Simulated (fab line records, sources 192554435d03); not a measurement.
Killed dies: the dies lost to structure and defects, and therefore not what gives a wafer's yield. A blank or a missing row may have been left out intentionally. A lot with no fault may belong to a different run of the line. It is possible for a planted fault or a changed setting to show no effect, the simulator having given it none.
Lot-split experiment    flow n5-finfet    on a route of 1938 steps: 7 lots, 21 wafers read

## ON THE SPLIT
At N5_PASSIVATION_AL_DEP_21 (deposits Al, target thk 2800 nm, time 170 s), the setting time-s was moved away from the recipe's 170 s on 7 of the 21 wafers read, by -4.3% to +13.1%. All remaining wafers had this setting at the recipe value.

The reading is taken at the split's own step.

## THE READING
Al_of_PASSIVATION_AL_DEP_21.thk-nm (the simulator's own value, which no gauge read), in nm, at N5_PASSIVATION_AL_DEP_21 (deposits Al, target thk 2800 nm, time 170 s). There is no usual value for it anywhere in the file. Here, 14 wafers ran the recipe; their average is 2816 nm with a standard deviation of 40 nm.

wafer   tool, chamber at the split  time-s as run, s  against the recipe  Al_of_PASSIVATION_AL_DEP_21.thk-nm, nm  against lot-mates on the recipe
L074.1  pvd-sputter-01, -           170               recipe              2804                                    -
L074.3  pvd-sputter-01, -           170               recipe              2786                                    -
L074.5  pvd-sputter-01, -           170               recipe              2794                                    -
L078.2  pvd-sputter-02, -           170               recipe              2816                                    -
L078.3  pvd-sputter-02, -           170               recipe              2862                                    -
L078.6  pvd-sputter-02, -           170               recipe              2847                                    -
L086.2  pvd-sputter-01, -           170               recipe              2798                                    -
L086.4  pvd-sputter-01, -           170               recipe              2798                                    -
L086.6  pvd-sputter-01, -           170               recipe              2761                                    -
L088.3  pvd-sputter-02, -           176.9             +4.1%               2969                                    +144
L088.5  pvd-sputter-02, -           170               recipe              2848                                    -
L088.6  pvd-sputter-02, -           170               recipe              2802                                    -
L090.2  pvd-sputter-02, -           184.8             +8.7%               3098                                    +328
L090.4  pvd-sputter-02, -           170               recipe              2770                                    -
L090.6  pvd-sputter-02, -           184.8             +8.7%               3044                                    +274
L091.2  pvd-sputter-02, -           162.7             -4.3%               2708                                    -210
L091.4  pvd-sputter-02, -           162.7             -4.3%               2784                                    -134
L091.6  pvd-sputter-02, -           170               recipe              2918                                    -
L095.1  pvd-sputter-01, -           192.2             +13.1%              3175                                    +356
L095.3  pvd-sputter-01, -           192.2             +13.1%              3146                                    +327
L095.5  pvd-sputter-01, -           170               recipe              2819                                    -

THE FIT
A straight line over all 21 wafers: Al_of_PASSIVATION_AL_DEP_21.thk-nm changes by +26.2 nm for each +1% of time-s; r = +0.95; the points scatter about the line by 41 nm.
The same after taking each lot's own level away (the mean of its wafers on the recipe; 21 wafers): +30 nm for each +1%; r = +0.98; scatter 33 nm.
That fit puts the effect of the largest move of time-s on the reading at 3.9e+02 nm.
The lots' own levels span 2770.0 to 2918.0 nm, that is 3.7 times the standard deviation above.
So the slope is not independent of the lot-to-lot level: the two fits are not the same.
Check: with one of the wafers moved furthest among these (+13.1%) left out of the fit, the line predicts +402 nm for it against its lot-mates. Against them it came out at +356 nm.

## THE OTHER SPLITS THESE WAFERS WENT THROUGH
Note: prior to the reading, these wafers also went through further splits. Each is held against what the fit with the lots' levels taken away leaves over:
other split on the same wafers  wafers away from the commonest value  r with Al_of_PASSIVATION_AL_DEP_21.thk-nm (lot level and that fit taken away)
N5_BEOL_M11_COAT_05 spin-rpm    5                                     +0.22
N5_BEOL_M11_ETCH_41 time-s      4                                     +0.34
N5_BEOL_M11_CURE_72 time-s      6                                     +0.00
N5_BEOL_M13_ETCH_67 bias-w      6                                     +0.15
N5_BEOL_M13_SPUTTER_43 time-s   8                                     +0.12
N5_BEOL_M15_ILD_DEP_00 time-s   4                                     +0.05
N5_BEOL_M15_PEB_26 peb-temp-c   5                                     -0.09

## FILE'S OWN FIT
Al_of_PASSIVATION_AL_DEP_21.thk-nm changes by +29.9 nm for each +1% of time-s, r = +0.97.
